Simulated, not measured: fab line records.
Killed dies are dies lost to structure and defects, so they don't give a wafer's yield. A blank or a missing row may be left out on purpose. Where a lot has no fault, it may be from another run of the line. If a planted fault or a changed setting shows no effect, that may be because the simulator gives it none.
What tool caused it? ; flow n5-finfet ; 14 lots, 42 wafers sampled, at 4 steps of a route of 1938

## WHAT THE GAUGES READ, wafer by wafer
Not one reading of a measure or inspect step in the record can be checked against a usual standard deviation.

## TOOL THAT RAN EACH LOT (tool first, then ch and the chambers of the sampled wafers, then the start)
lot;N5_BEOL_M0_SAQP_SPACER1_ETCHBACK_99;N5_BEOL_M0_SAQP_RECESS_109;N5_BEOL_M0_SAQP_SPACER2_ALD_26;N5_BEOL_M0_SAQP_EXPOSE_37
L878;rie-diel-01 ch 1,3, day 5 15:47;vapor-etch-02 ch 0,1, day 5 17:13;ald-sin-03 ch 0,2,3, day 5 17:19;euv-scanner-02 ch 0, day 5 18:20
L880;rie-diel-06 ch 0,2, day 7 02:17;vapor-etch-01 ch 0,1, day 7 03:28;ald-sin-03 ch 2,3, day 7 03:36;euv-scanner-02 ch 0, day 7 04:31
L879;rie-diel-01 ch 2,3, day 7 02:34;vapor-etch-02 ch 0, day 7 03:38;ald-sin-02 ch 0,1,3, day 7 03:47;euv-scanner-02 ch 0, day 7 04:43
L883;rie-diel-01 ch 0,1, day 7 11:46;vapor-etch-02 ch 0,1, day 7 13:12;ald-sin-02 ch 0,3, day 7 13:21;euv-scanner-02 ch 0, day 7 14:18
L886;rie-diel-01 ch 0,1,2, day 7 23:49;vapor-etch-02 ch 0,1, day 8 00:55;ald-sin-03 ch 0,3, day 8 01:01;euv-scanner-02, day 8 01:57
L887;rie-diel-03 ch 0,1, day 8 04:39;vapor-etch-01 ch 0,1, day 8 05:46;ald-sin-02 ch 2,3, day 8 05:55;euv-scanner-02, day 8 06:51
L889;rie-diel-01 ch 1,2,3, day 8 20:31;vapor-etch-02 ch 0,1, day 8 21:56;ald-sin-01 ch 2,3, day 8 22:23;euv-scanner-02 ch 0, day 8 23:27
L891;rie-diel-03 ch 0,2,3, day 9 08:29;vapor-etch-01 ch 0,1, day 9 09:38;ald-sin-03 ch 0,1,3, day 9 09:44;euv-scanner-01 ch 0, day 9 10:40
L892;rie-diel-06 ch 2,3, day 9 11:02;vapor-etch-01 ch 0,1, day 9 12:08;ald-sin-02 ch 0,2, day 9 12:14;euv-scanner-02 ch 0, day 9 13:18
L895;rie-diel-06 ch 0,2,3, day 10 06:52;vapor-etch-02 ch 0,1, day 10 08:13;ald-sin-01 ch 2,3, day 10 08:23;euv-scanner-02 ch 0, day 10 09:19
L896;rie-diel-01 ch 0,2,3, day 10 10:02;vapor-etch-02 ch 0,1, day 10 11:20;ald-sin-02 ch 0,1,2, day 10 11:41;euv-scanner-02 ch 0, day 10 12:53
L899;rie-diel-06 ch 0,2,3, day 11 04:14;vapor-etch-01 ch 0,1, day 11 07:02;ald-sin-03 ch 0,3, day 11 07:11;euv-scanner-02 ch 0, day 11 08:13
L901;rie-diel-03 ch 0,1,2, day 11 08:27;vapor-etch-01 ch 0,1, day 11 09:31;ald-sin-02 ch 0,1, day 11 09:40;euv-scanner-02 ch 0, day 11 10:41
L898;rie-diel-06 ch 1,2, day 11 14:04;vapor-etch-01 ch 0,1, day 11 16:15;ald-sin-02 ch 1,2, day 11 17:34;euv-scanner-01 ch 0, day 11 18:30
- N5_BEOL_M0_SAQP_SPACER1_ETCHBACK_99: etches SiO2 in CHF3/O2, target depth 15.4 nm, time 7.7 s.
- N5_BEOL_M0_SAQP_RECESS_109: chemistry HF/NH3, target SiO2, target depth 3 nm, afs cycles 1, sublimation time 60 s.
- N5_BEOL_M0_SAQP_SPACER2_ALD_26: deposits SiO2, target thk 15 nm, pulse time 1 s, purge time 2 s.
- N5_BEOL_M0_SAQP_EXPOSE_37: exposes mask M0 CUT1, target cd 30 nm.

## WHAT THE TOOLS THEMSELVES READ (means of the sampled wafers that have a number; where no wafer has one, the mark that the record gives instead)
N5_BEOL_M0_SAQP_SPACER1_ETCHBACK_99. Usual: CHF3_flow_sccm 50.00 sccm, standard deviation 0.14; O2_flow_sccm 4.999 sccm, standard deviation 0.016; bias-w 170.0 W, standard deviation 0.5; chamber-pressure-mTorr 30.001 mTorr, standard deviation 0.029; drypump-motor-current-A 6.0 A, standard deviation 0.54; oes-product-au 0.80 a.u., standard deviation 0.084; rf-vpp-V 525 V, standard deviation 4.8; showerhead-plenum-p-Torr 2.42 Torr, standard deviation 0.075; throttle-valve-pct 19.03 %, standard deviation 0.18.
lot;tool;CHF3_flow_sccm (sccm);O2_flow_sccm (sccm);bias-w (W);chamber-pressure-mTorr (mTorr);drypump-motor-current-A (A);oes-product-au (a.u.);rf-vpp-V (V);showerhead-plenum-p-Torr (Torr);throttle-valve-pct (%);flag
L878;rie-diel-01;49.97;4.993;169.9;30.004;6.2;0.75;523;2.40;18.96;
L880;rie-diel-06;49.97;4.998;169.6;29.988;6.4;0.76;522;2.38;19.07;
L879;rie-diel-01;50.02;4.970;169.8;29.987;6.1;0.77;521;2.43;19.22;
L883;rie-diel-01;49.91;5.012;170.0;30.015;6.4;0.79;526;2.39;18.94;
L886;rie-diel-01;49.94;5.008;170.4;30.017;6.4;0.84;528;2.44;19.03;
L887;rie-diel-03;50.15;4.986;170.7;30.039;5.7;0.74;520;2.37;18.93;
L889;rie-diel-01;49.95;4.999;169.9;30.020;6.2;0.87;525;2.44;18.93;
L891;rie-diel-03;49.92;4.993;169.8;29.993;5.3;0.79;528;2.45;19.02;
L892;rie-diel-06;49.99;5.010;170.4;29.999;5.6;0.80;523;2.40;19.06;
L895;rie-diel-06;50.17;5.005;170.1;29.986;6.0;0.75;525;2.41;19.13;
L896;rie-diel-01;49.95;5.003;169.9;29.999;6.3;0.86;525;2.41;19.08;
L899;rie-diel-06;49.91;4.999;170.0;30.015;6.0;0.75;523;2.41;19.15;
L901;rie-diel-03;50.10;5.013;170.2;29.988;5.5;0.73;524;2.40;18.93;
L898;rie-diel-06;49.99;5.021;169.8;30.003;5.6;0.91;526;2.41;18.78;

N5_BEOL_M0_SAQP_RECESS_109. Usual: drypump-motor-current-A reads 5.9 A (standard deviation 0.4).
lot;tool;drypump-motor-current-A (A);flag
L878;vapor-etch-02;5.6;
L880;vapor-etch-01;6.3;
L879;vapor-etch-02;5.6;
L883;vapor-etch-02;5.5;
L886;vapor-etch-02;5.6;
L887;vapor-etch-01;6.1;
L889;vapor-etch-02;5.6;
L891;vapor-etch-01;6.3;
L892;vapor-etch-01;6.1;
L895;vapor-etch-02;5.5;
L896;vapor-etch-02;5.5;
L899;vapor-etch-01;6.2;
L901;vapor-etch-01;6.1;
L898;vapor-etch-01;6.1;

N5_BEOL_M0_SAQP_SPACER2_ALD_26. Usual: heater-power-outer-w 262 W, standard deviation 30; heater-power-w 461 W, standard deviation 58; precursor-pulse-height-rel 0.998, standard deviation 0.02.
lot;tool;heater-power-outer-w (W);heater-power-w (W);precursor-pulse-height-rel;flag
L878;ald-sin-03;282;495;0.995;
L880;ald-sin-03;293;521;1.000;
L879;ald-sin-02;258;463;1.009;
L883;ald-sin-02;241;430;0.995;
L886;ald-sin-03;267;472;1.001;
L887;ald-sin-02;232;411;0.995;
L889;ald-sin-01;272;485;1.000;
L891;ald-sin-03;275;470;1.000;
L892;ald-sin-02;228;391;1.002;
L895;ald-sin-01;279;487;1.011;
L896;ald-sin-02;256;444;0.991;
L899;ald-sin-03;252;452;0.987;
L901;ald-sin-02;261;479;1.003;
L898;ald-sin-02;276;483;0.999;

N5_BEOL_M0_SAQP_EXPOSE_37. Usual: exposure-dose-mJ-cm2 44.74, standard deviation 0.072; focus-offset-nm 0.0 nm, standard deviation 0.5.
lot;tool;exposure-dose-mJ-cm2;focus-offset-nm (nm);flag
L878;euv-scanner-02;44.78;0.2;
L880;euv-scanner-02;44.79;0.7;
L879;euv-scanner-02;44.77;-0.2;
L883;euv-scanner-02;44.76;-0.1;
L886;euv-scanner-02;-;-;OFF
L887;euv-scanner-02;-;-;OFF
L889;euv-scanner-02;44.81;-0.1;
L891;euv-scanner-01;44.69;0.0;
L892;euv-scanner-02;44.76;0.3;
L895;euv-scanner-02;44.73;0.4;
L896;euv-scanner-02;44.75;-0.7;
L899;euv-scanner-02;44.73;-0.1;
L901;euv-scanner-02;44.79;0.1;
L898;euv-scanner-01;44.70;0.5;

## THE ANSWER, worked out from the rows above alone
Rule: lot off if the mean of its wafers having a number is beyond 3 standard deviations from the usual mean. A lot without any number at a reading at which 4 lots or more have one is off too. The other lots that the step has rows for count as sound. The gauges are gone through in route order, then the tools' own readings, and for those a lot's mean is taken as printed above. At the first step where some lot is off, the reading lying furthest off is the one used; lots without a number count as furthest.
Off at N5_BEOL_M0_SAQP_EXPOSE_37 (exposure-dose-mJ-cm2): L886, L887. Without a number there: L886, L887.
A tool fits if, at that step or a process step before it, it ran every lot that is off, and no sound lot after the first of them. Of those tried, none fits.

## WHAT WAS PUT IN BY THE SIMULATOR
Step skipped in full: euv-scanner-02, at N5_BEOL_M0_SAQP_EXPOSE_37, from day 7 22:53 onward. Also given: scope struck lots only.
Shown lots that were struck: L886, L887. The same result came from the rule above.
